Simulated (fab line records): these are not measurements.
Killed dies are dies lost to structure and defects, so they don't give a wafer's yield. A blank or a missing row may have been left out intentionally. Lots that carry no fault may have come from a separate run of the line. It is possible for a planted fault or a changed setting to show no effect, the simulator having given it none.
Which tool is to blame? / flow nand_harc / Sampling: 13 lots, 39 wafers, 5 of 1302 route steps

## WHAT THE GAUGES SHOWED, per wafer
NHARC_END_SORT_01. Usual: defect_limited_yield 90 % (standard deviation 3.4); killed_at_array 62 (standard deviation 22); killed_at_other 1.0 (standard deviation 1.4); killed_at_periphery 4.2 (standard deviation 2.8); killed_dies 67 (standard deviation 23); killed_open 3.1 (standard deviation 1.7); killed_short 2.1 (standard deviation 1.5).
lot=L158; measured=day 25 13:26; on=prober-02; defect_limited_yield (%)=88 87 89; killed_at_array=74 84 72; killed_at_other=2 0 1; killed_at_periphery=5 5 3; killed_dies=81 89 76; killed_open=2 6 4; killed_short=0 6 3; flag=
lot=L160; measured=day 25 04:05; on=prober-01; defect_limited_yield (%)=92 93 91; killed_at_array=47 45 53; killed_at_other=2 2 3; killed_at_periphery=6 2 4; killed_dies=55 49 60; killed_open=5 2 5; killed_short=3 2 1; flag=
lot=L159; measured=day 25 12:43; on=prober-01; defect_limited_yield (%)=89 0 87; killed_at_array=72 64 76; killed_at_other=0 607 0; killed_at_periphery=2 6 10; killed_dies=74 677 86; killed_open=0 2 4; killed_short=1 1 1; flag=OFF
lot=L161; measured=day 25 19:37; on=prober-02; defect_limited_yield (%)=93 0 95; killed_at_array=37 37 29; killed_at_other=6 638 1; killed_at_periphery=2 2 7; killed_dies=45 677 37; killed_open=2 2 2; killed_short=2 3 2; flag=OFF
lot=L170; measured=day 30 11:14; on=prober-02; defect_limited_yield (%)=88 90 89; killed_at_array=77 65 65; killed_at_other=0 0 0; killed_at_periphery=5 4 8; killed_dies=82 69 73; killed_open=4 1 2; killed_short=1 0 7; flag=
lot=L171; measured=day 30 10:26; on=prober-01; defect_limited_yield (%)=91 92 92; killed_at_array=61 53 49; killed_at_other=0 0 0; killed_at_periphery=1 4 3; killed_dies=62 57 52; killed_open=0 4 1; killed_short=1 2 3; flag=
lot=L172; measured=day 30 18:14; on=prober-01; defect_limited_yield (%)=88 88 87; killed_at_array=78 79 82; killed_at_other=1 0 2; killed_at_periphery=0 3 1; killed_dies=79 82 85; killed_open=0 3 4; killed_short=3 2 2; flag=
lot=L174; measured=day 31 11:38; on=prober-01; defect_limited_yield (%)=95 95 95; killed_at_array=33 32 34; killed_at_other=0 0 0; killed_at_periphery=2 1 1; killed_dies=35 33 35; killed_open=3 5 4; killed_short=2 0 2; flag=
lot=L177; measured=day 32 05:26; on=prober-02; defect_limited_yield (%)=90 88 89; killed_at_array=63 75 67; killed_at_other=3 3 2; killed_at_periphery=4 6 4; killed_dies=70 84 73; killed_open=3 4 3; killed_short=2 1 3; flag=
lot=L175; measured=day 32 04:36; on=prober-01; defect_limited_yield (%)=81 86 85; killed_at_array=119 85 94; killed_at_other=0 0 0; killed_at_periphery=9 7 9; killed_dies=128 92 103; killed_open=3 0 2; killed_short=2 1 2; flag=
lot=L176; measured=day 33 07:31; on=prober-02; defect_limited_yield (%)=89 90 89; killed_at_array=68 58 66; killed_at_other=1 5 8; killed_at_periphery=3 7 3; killed_dies=72 70 77; killed_open=3 4 5; killed_short=2 4 5; flag=
lot=L179; measured=day 33 19:40; on=prober-01; defect_limited_yield (%)=96 96 95; killed_at_array=24 27 32; killed_at_other=0 1 1; killed_at_periphery=2 1 4; killed_dies=26 29 37; killed_open=2 3 2; killed_short=1 3 6; flag=
lot=L178; measured=day 35 09:43; on=prober-01; defect_limited_yield (%)=94 93 92; killed_at_array=32 40 49; killed_at_other=1 0 0; killed_at_periphery=5 5 4; killed_dies=38 45 53; killed_open=4 1 7; killed_short=3 0 1; flag=

## WHICH TOOL RAN EACH LOT (tool, then ch and the chambers of the sampled wafers, then the start)
lot=L158; NHARC_A_BONDPAD_PRE_CLEAN_26=pvd_sputter-03, day 24 12:52 or earlier; NHARC_A_BONDPAD_PVD_27=pvd_sputter-03, day 24 12:52 or earlier; NHARC_THIN_TSV_ETCH_44=rie_diel-13 ch 0,2,3, day 24 12:52; NHARC_THIN_TSV_DEGAS_49=pvd_sputter-01, day 24 15:21
lot=L160; NHARC_A_BONDPAD_PRE_CLEAN_26=pvd_sputter-03, day 24 16:06 or earlier; NHARC_A_BONDPAD_PVD_27=pvd_sputter-03, day 24 16:06 or earlier; NHARC_THIN_TSV_ETCH_44=rie_diel-02 ch 1,2,3, day 24 16:06; NHARC_THIN_TSV_DEGAS_49=pvd_sputter-02, day 24 18:37
lot=L159; NHARC_A_BONDPAD_PRE_CLEAN_26=pvd_sputter-01, day 24 17:11 or earlier; NHARC_A_BONDPAD_PVD_27=pvd_sputter-01, day 24 17:11 or earlier; NHARC_THIN_TSV_ETCH_44=rie_diel-13 ch 0,2, day 24 17:11; NHARC_THIN_TSV_DEGAS_49=pvd_sputter-03, day 24 19:46
lot=L161; NHARC_A_BONDPAD_PRE_CLEAN_26=pvd_sputter-02, day 25 02:48 or earlier; NHARC_A_BONDPAD_PVD_27=pvd_sputter-02, day 25 02:48 or earlier; NHARC_THIN_TSV_ETCH_44=rie_diel-13 ch 0,1,2, day 25 02:48; NHARC_THIN_TSV_DEGAS_49=pvd_sputter-02, day 25 05:19
lot=L170; NHARC_A_BONDPAD_PRE_CLEAN_26=pvd_sputter-02, day 29 17:19 or earlier; NHARC_A_BONDPAD_PVD_27=pvd_sputter-02, day 29 17:19 or earlier; NHARC_THIN_TSV_ETCH_44=rie_diel-02 ch 0,1,2, day 29 17:19; NHARC_THIN_TSV_DEGAS_49=pvd_sputter-03, day 29 20:41
lot=L171; NHARC_A_BONDPAD_PRE_CLEAN_26=pvd_sputter-01, day 29 18:19 or earlier; NHARC_A_BONDPAD_PVD_27=pvd_sputter-01, day 29 18:19 or earlier; NHARC_THIN_TSV_ETCH_44=rie_diel-03 ch 0,1,2, day 29 18:19; NHARC_THIN_TSV_DEGAS_49=pvd_sputter-02, day 29 21:36
lot=L172; NHARC_A_BONDPAD_PRE_CLEAN_26=pvd_sputter-02, day 30 02:17 or earlier; NHARC_A_BONDPAD_PVD_27=pvd_sputter-02, day 30 02:17 or earlier; NHARC_THIN_TSV_ETCH_44=rie_diel-03 ch 0,1,2, day 30 02:17; NHARC_THIN_TSV_DEGAS_49=pvd_sputter-01, day 30 04:55
lot=L174; NHARC_A_BONDPAD_PRE_CLEAN_26=pvd_sputter-01, day 30 21:04 or earlier; NHARC_A_BONDPAD_PVD_27=pvd_sputter-01, day 30 21:04 or earlier; NHARC_THIN_TSV_ETCH_44=rie_diel-13 ch 0,1,2, day 30 21:04; NHARC_THIN_TSV_DEGAS_49=pvd_sputter-02, day 30 23:32
lot=L177; NHARC_A_BONDPAD_PRE_CLEAN_26=pvd_sputter-03, day 31 13:56 or earlier; NHARC_A_BONDPAD_PVD_27=pvd_sputter-03, day 31 13:56 or earlier; NHARC_THIN_TSV_ETCH_44=rie_diel-02 ch 0,1,2, day 31 13:56; NHARC_THIN_TSV_DEGAS_49=pvd_sputter-02, day 31 16:23
lot=L175; NHARC_A_BONDPAD_PRE_CLEAN_26=pvd_sputter-03, day 31 15:09 or earlier; NHARC_A_BONDPAD_PVD_27=pvd_sputter-03, day 31 15:09 or earlier; NHARC_THIN_TSV_ETCH_44=rie_diel-13 ch 0,2,3, day 31 15:09; NHARC_THIN_TSV_DEGAS_49=pvd_sputter-01, day 31 17:37
lot=L176; NHARC_A_BONDPAD_PRE_CLEAN_26=pvd_sputter-03, day 32 15:28 or earlier; NHARC_A_BONDPAD_PVD_27=pvd_sputter-03, day 32 15:28 or earlier; NHARC_THIN_TSV_ETCH_44=rie_diel-02 ch 0,2,3, day 32 15:28; NHARC_THIN_TSV_DEGAS_49=pvd_sputter-02, day 32 17:50
lot=L179; NHARC_A_BONDPAD_PRE_CLEAN_26=pvd_sputter-03, day 33 01:50 or earlier; NHARC_A_BONDPAD_PVD_27=pvd_sputter-03, day 33 01:50 or earlier; NHARC_THIN_TSV_ETCH_44=rie_diel-13 ch 0,1, day 33 01:50; NHARC_THIN_TSV_DEGAS_49=pvd_sputter-02, day 33 04:21
lot=L178; NHARC_A_BONDPAD_PRE_CLEAN_26=pvd_sputter-02, day 34 16:53 or earlier; NHARC_A_BONDPAD_PVD_27=pvd_sputter-02, day 34 16:53 or earlier; NHARC_THIN_TSV_ETCH_44=rie_diel-13 ch 0,1,2, day 34 16:53; NHARC_THIN_TSV_DEGAS_49=pvd_sputter-01, day 34 19:46
- NHARC_A_BONDPAD_PRE_CLEAN_26: time 30 s.
- NHARC_A_BONDPAD_PVD_27: deposits Cu, target thk 30 nm, time 20.49 s.
- NHARC_THIN_TSV_ETCH_44: etches the open film in CF4/O2, target depth 1594.2 nm, time 797.1 s.
- NHARC_THIN_TSV_DEGAS_49: time 120 s.

## AS READ BY THE TOOLS THEMSELVES (means over the sampled wafers that have a number; for cases with no such wafer, the mark the record gives instead)
NHARC_A_BONDPAD_PRE_CLEAN_26. Usual: heater_power_w at 407 W, with a standard deviation of 39.
lot=L158; tool=pvd_sputter-03; heater_power_w (W)=412; flag=
lot=L160; tool=pvd_sputter-03; heater_power_w (W)=423; flag=
lot=L159; tool=pvd_sputter-01; heater_power_w (W)=420; flag=
lot=L161; tool=pvd_sputter-02; heater_power_w (W)=423; flag=
lot=L170; tool=pvd_sputter-02; heater_power_w (W)=420; flag=
lot=L171; tool=pvd_sputter-01; heater_power_w (W)=380; flag=
lot=L172; tool=pvd_sputter-02; heater_power_w (W)=407; flag=
lot=L174; tool=pvd_sputter-01; heater_power_w (W)=396; flag=
lot=L177; tool=pvd_sputter-03; heater_power_w (W)=417; flag=
lot=L175; tool=pvd_sputter-03; heater_power_w (W)=364; flag=
lot=L176; tool=pvd_sputter-03; heater_power_w (W)=406; flag=
lot=L179; tool=pvd_sputter-03; heater_power_w (W)=411; flag=
lot=L178; tool=pvd_sputter-02; heater_power_w (W)=415; flag=

NHARC_A_BONDPAD_PVD_27. Usual: throttle_valve_pct at 30.3 %, with a standard deviation of 1.1.
lot=L158; tool=pvd_sputter-03; throttle_valve_pct (%)=30.7; flag=
lot=L160; tool=pvd_sputter-03; throttle_valve_pct (%)=30.4; flag=
lot=L159; tool=pvd_sputter-01; throttle_valve_pct (%)=29.7; flag=
lot=L161; tool=pvd_sputter-02; throttle_valve_pct (%)=30.1; flag=
lot=L170; tool=pvd_sputter-02; throttle_valve_pct (%)=28.9; flag=
lot=L171; tool=pvd_sputter-01; throttle_valve_pct (%)=29.8; flag=
lot=L172; tool=pvd_sputter-02; throttle_valve_pct (%)=29.9; flag=
lot=L174; tool=pvd_sputter-01; throttle_valve_pct (%)=29.2; flag=
lot=L177; tool=pvd_sputter-03; throttle_valve_pct (%)=30.5; flag=
lot=L175; tool=pvd_sputter-03; throttle_valve_pct (%)=30.9; flag=
lot=L176; tool=pvd_sputter-03; throttle_valve_pct (%)=30.7; flag=
lot=L179; tool=pvd_sputter-03; throttle_valve_pct (%)=31.2; flag=
lot=L178; tool=pvd_sputter-02; throttle_valve_pct (%)=31.0; flag=

NHARC_THIN_TSV_ETCH_44. Usual: drypump_motor_current_A 5.5 A, standard deviation 0.39; oes_product_au 0.998 a.u., standard deviation 0.0091; rf_fwd_power_W 299.8 W, standard deviation 0.84; rf_vpp_V 794 V, standard deviation 6; showerhead_plenum_p_Torr 1.83 Torr, standard deviation 0.096; throttle_valve_pct 16.914 %, standard deviation 0.009.
lot=L158; tool=rie_diel-13; drypump_motor_current_A (A)=5.6; oes_product_au (a.u.)=1.002; rf_fwd_power_W (W)=299.8; rf_vpp_V (V)=790; showerhead_plenum_p_Torr (Torr)=1.74; throttle_valve_pct (%)=16.918; flag=
lot=L160; tool=rie_diel-02; drypump_motor_current_A (A)=5.6; oes_product_au (a.u.)=1.012; rf_fwd_power_W (W)=299.8; rf_vpp_V (V)=801; showerhead_plenum_p_Torr (Torr)=1.93; throttle_valve_pct (%)=16.912; flag=
lot=L159; tool=rie_diel-13; drypump_motor_current_A (A)=5.2; oes_product_au (a.u.)=0.922; rf_fwd_power_W (W)=258.8; rf_vpp_V (V)=788; showerhead_plenum_p_Torr (Torr)=1.75; throttle_valve_pct (%)=16.922; flag=OFF
lot=L161; tool=rie_diel-13; drypump_motor_current_A (A)=5.3; oes_product_au (a.u.)=0.920; rf_fwd_power_W (W)=259.2; rf_vpp_V (V)=789; showerhead_plenum_p_Torr (Torr)=1.75; throttle_valve_pct (%)=16.914; flag=OFF
lot=L170; tool=rie_diel-02; drypump_motor_current_A (A)=5.3; oes_product_au (a.u.)=0.996; rf_fwd_power_W (W)=300.5; rf_vpp_V (V)=798; showerhead_plenum_p_Torr (Torr)=1.91; throttle_valve_pct (%)=16.920; flag=
lot=L171; tool=rie_diel-03; drypump_motor_current_A (A)=5.7; oes_product_au (a.u.)=1.003; rf_fwd_power_W (W)=300.2; rf_vpp_V (V)=792; showerhead_plenum_p_Torr (Torr)=1.79; throttle_valve_pct (%)=16.917; flag=
lot=L172; tool=rie_diel-03; drypump_motor_current_A (A)=5.6; oes_product_au (a.u.)=0.999; rf_fwd_power_W (W)=300.1; rf_vpp_V (V)=792; showerhead_plenum_p_Torr (Torr)=1.79; throttle_valve_pct (%)=16.913; flag=
lot=L174; tool=rie_diel-13; drypump_motor_current_A (A)=5.3; oes_product_au (a.u.)=0.999; rf_fwd_power_W (W)=299.7; rf_vpp_V (V)=788; showerhead_plenum_p_Torr (Torr)=1.74; throttle_valve_pct (%)=16.919; flag=
lot=L177; tool=rie_diel-02; drypump_motor_current_A (A)=5.3; oes_product_au (a.u.)=0.996; rf_fwd_power_W (W)=299.5; rf_vpp_V (V)=798; showerhead_plenum_p_Torr (Torr)=1.91; throttle_valve_pct (%)=16.912; flag=
lot=L175; tool=rie_diel-13; drypump_motor_current_A (A)=5.6; oes_product_au (a.u.)=0.992; rf_fwd_power_W (W)=299.9; rf_vpp_V (V)=788; showerhead_plenum_p_Torr (Torr)=1.74; throttle_valve_pct (%)=16.920; flag=
lot=L176; tool=rie_diel-02; drypump_motor_current_A (A)=5.5; oes_product_au (a.u.)=1.002; rf_fwd_power_W (W)=298.8; rf_vpp_V (V)=800; showerhead_plenum_p_Torr (Torr)=1.93; throttle_valve_pct (%)=16.909; flag=
lot=L179; tool=rie_diel-13; drypump_motor_current_A (A)=5.4; oes_product_au (a.u.)=1.002; rf_fwd_power_W (W)=300.1; rf_vpp_V (V)=790; showerhead_plenum_p_Torr (Torr)=1.75; throttle_valve_pct (%)=16.913; flag=
lot=L178; tool=rie_diel-13; drypump_motor_current_A (A)=5.3; oes_product_au (a.u.)=1.003; rf_fwd_power_W (W)=298.5; rf_vpp_V (V)=789; showerhead_plenum_p_Torr (Torr)=1.74; throttle_valve_pct (%)=16.922; flag=

NHARC_THIN_TSV_DEGAS_49. Usual: heater_power_w at 469 W, with a standard deviation of 51.
lot=L158; tool=pvd_sputter-01; heater_power_w (W)=442; flag=
lot=L160; tool=pvd_sputter-02; heater_power_w (W)=489; flag=
lot=L159; tool=pvd_sputter-03; heater_power_w (W)=467; flag=
lot=L161; tool=pvd_sputter-02; heater_power_w (W)=489; flag=
lot=L170; tool=pvd_sputter-03; heater_power_w (W)=457; flag=
lot=L171; tool=pvd_sputter-02; heater_power_w (W)=482; flag=
lot=L172; tool=pvd_sputter-01; heater_power_w (W)=439; flag=
lot=L174; tool=pvd_sputter-02; heater_power_w (W)=455; flag=
lot=L177; tool=pvd_sputter-02; heater_power_w (W)=521; flag=
lot=L175; tool=pvd_sputter-01; heater_power_w (W)=442; flag=
lot=L176; tool=pvd_sputter-02; heater_power_w (W)=488; flag=
lot=L179; tool=pvd_sputter-02; heater_power_w (W)=476; flag=
lot=L178; tool=pvd_sputter-01; heater_power_w (W)=423; flag=

## THE ANSWER, worked out from the rows above alone
Rule: lot off if the mean of its wafers having a number is beyond 3 standard deviations from the usual mean. Also off: a lot with no number at a reading for which 4 or more lots have one. Any other lot the step has rows for is counted as sound. Order of review: gauges by route order, followed by the tools' own readings, for which a lot's mean as printed above is used. At the first step where some lot is off, the reading lying furthest off is the one used; lots without a number count as furthest.
Off: L159, L161 (NHARC_END_SORT_01, killed_at_other).
A tool fits if, at a process step before that reading, it ran every lot that is off, and no sound lot after the first of them. Not tried: the gauges at NHARC_END_SORT_01; whatever is off there is also off at NHARC_THIN_TSV_ETCH_44, on other tools, and gauge error can't account for it. NHARC_A_BONDPAD_PRE_CLEAN_26: start missing for some lots; hours and lot order therefore follow NHARC_THIN_TSV_ETCH_44. NHARC_A_BONDPAD_PVD_27: start missing for some lots; hours and lot order therefore follow NHARC_THIN_TSV_ETCH_44. Of those tried, none fits.

## WHAT THE SIMULATOR HAD PUT IN
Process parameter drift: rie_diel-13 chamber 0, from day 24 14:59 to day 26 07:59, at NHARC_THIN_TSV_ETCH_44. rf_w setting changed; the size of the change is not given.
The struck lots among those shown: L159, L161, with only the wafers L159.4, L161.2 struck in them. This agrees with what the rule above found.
